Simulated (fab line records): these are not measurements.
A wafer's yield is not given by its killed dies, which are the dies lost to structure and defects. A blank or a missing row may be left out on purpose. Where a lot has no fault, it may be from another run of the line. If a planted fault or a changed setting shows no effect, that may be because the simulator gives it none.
Which tool is to blame?	flow n5Finfet	22 lots with 66 wafers sampled at 2 steps, on a route of 1938 steps

## WHAT THE GAUGES READ, wafer by wafer
N5_FIN_SAQP_INSPECT_18: inspects for defects (brightfield).
lot	measured	on	rawDefectCount
L074	day 1 22:23	defectInspect-01	352 354 326
L075	day 2 04:10	defectInspect-02	278 440 249
L076	day 2 10:53	defectInspect-02	383 307 401
L077	day 2 15:50	defectInspect-01	401 426 406
L078	day 2 21:47	defectInspect-02	371 359 417
L079	day 3 06:06	defectInspect-01	562 436 580
L080	day 3 10:44	defectInspect-02	284 235 318
L081	day 3 16:27	defectInspect-02	436 568 533
L082	day 3 22:42	defectInspect-02	336 540 609
L084	day 4 11:19	defectInspect-02	563 770 613
L085	day 4 16:59	defectInspect-02	411 321 316
L086	day 4 23:13	defectInspect-02	507 479 456
L087	day 5 05:54	defectInspect-02	635 544 689
L088	day 5 10:38	defectInspect-02	682 384 318
L089	day 5 16:41	defectInspect-01	459 383 405
L090	day 5 23:21	defectInspect-02	398 487 361
L091	day 6 04:29	defectInspect-02	375 267 432
L092	day 6 13:47	defectInspect-02	416 532 387
L093	day 6 17:04	defectInspect-02	444 325 319
L095	day 7 04:00	defectInspect-01	392 279 376
L096	day 7 10:41	defectInspect-02	391 291 221
L097	day 7 16:01	defectInspect-01	397 449 579

## WHICH TOOL RAN EACH LOT (tool, then ch and the chambers of the sampled wafers, then the start)
lot	N5_FIN_SAQP_DENSIFY_62
L074	rtpAnneal-01 ch 0, day 1 21:19
L075	rtpAnneal-02 ch 0, day 2 03:14
L076	rtpAnneal-01 ch 0, day 2 09:50
L077	rtpAnneal-02 ch 0, day 2 14:55
L078	rtpAnneal-02 ch 0, day 2 20:51
L079	rtpAnneal-02 ch 0, day 3 05:04
L080	rtpAnneal-02 ch 0, day 3 09:42
L081	rtpAnneal-01 ch 0, day 3 15:23
L082	rtpAnneal-02 ch 0, day 3 21:41
L084	rtpAnneal-02 ch 0, day 4 10:13
L085	rtpAnneal-01 ch 0, day 4 15:59
L086	rtpAnneal-01 ch 0, day 4 22:00
L087	rtpAnneal-01 ch 0, day 5 04:53
L088	rtpAnneal-02 ch 0, day 5 09:34
L089	rtpAnneal-02 ch 0, day 5 15:37
L090	rtpAnneal-02 ch 0, day 5 22:17
L091	rtpAnneal-02 ch 0, day 6 03:34
L092	rtpAnneal-01 ch 0, day 6 12:44
L093	rtpAnneal-02 ch 0, day 6 16:00
L095	rtpAnneal-01 ch 0, day 7 02:56
L096	rtpAnneal-01 ch 0, day 7 09:39
L097	rtpAnneal-02 ch 0, day 7 15:09
- N5_FIN_SAQP_DENSIFY_62: time 60 s.

## WHAT THE TOOLS THEMSELVES READ (means of the sampled wafers that have a number; where no wafer has one, the mark that the record gives instead)
N5_FIN_SAQP_DENSIFY_62.
lot	tool	lampPowerPct (%)	lamp_zone_4_pct (%)	lamp_zone_5_pct (%)	wafer_temp_C_max
L074	rtpAnneal-01	9.84	9.834	9.847	703.4
L075	rtpAnneal-02	9.89	9.837	9.855	703.2
L076	rtpAnneal-01	9.80	9.838	9.849	703.4
L077	rtpAnneal-02	9.87	9.829	9.849	703.3
L078	rtpAnneal-02	9.81	9.838	9.843	703.3
L079	rtpAnneal-02	9.88	9.827	9.838	702.7
L080	rtpAnneal-02	9.90	9.839	9.849	703.7
L081	rtpAnneal-01	9.82	9.837	9.841	703.3
L082	rtpAnneal-02	9.84	9.839	9.846	704.2
L084	rtpAnneal-02	9.85	9.833	9.861	703.6
L085	rtpAnneal-01	9.83	9.838	9.846	703.5
L086	rtpAnneal-01	9.83	9.839	9.847	703.0
L087	rtpAnneal-01	9.85	9.838	9.859	703.2
L088	rtpAnneal-02	9.88	9.848	9.842	703.2
L089	rtpAnneal-02	9.83	9.839	9.849	704.2
L090	rtpAnneal-02	9.83	9.829	9.850	702.9
L091	rtpAnneal-02	9.82	9.842	9.842	703.5
L092	rtpAnneal-01	9.83	9.839	9.845	703.3
L093	rtpAnneal-02	9.80	9.837	9.836	703.5
L095	rtpAnneal-01	9.84	9.833	9.846	703.1
L096	rtpAnneal-01	9.86	9.832	9.842	703.0
L097	rtpAnneal-02	9.86	9.839	9.849	703.7

## THE ANSWER, worked out from the rows above alone
Rule: the usual values come from the lots themselves. Put in order of their means at a reading, lots are off if they are a third of the lots or fewer, leave a main group of 4 or more, and stand apart from it by a gap of 3 or more times the standard deviation of the main group's means; of several such gaps the widest counts. Not used: any main group whose means are identical at the precision the tables above print for the reading. A lot without any number at a reading at which 4 lots or more have one is off too. Where the step has rows for the other lots, those lots are counted as sound. Order of review: gauges by route order, followed by the tools' own readings, for which a lot's mean as printed above is used. The first step at which some lot is off is used, and at that step the reading that is off furthest; a lot without a number counts as furthest.
Across all readings shown, no lot is off: no conclusion can be drawn from this.

## WHAT WAS PUT IN BY THE SIMULATOR
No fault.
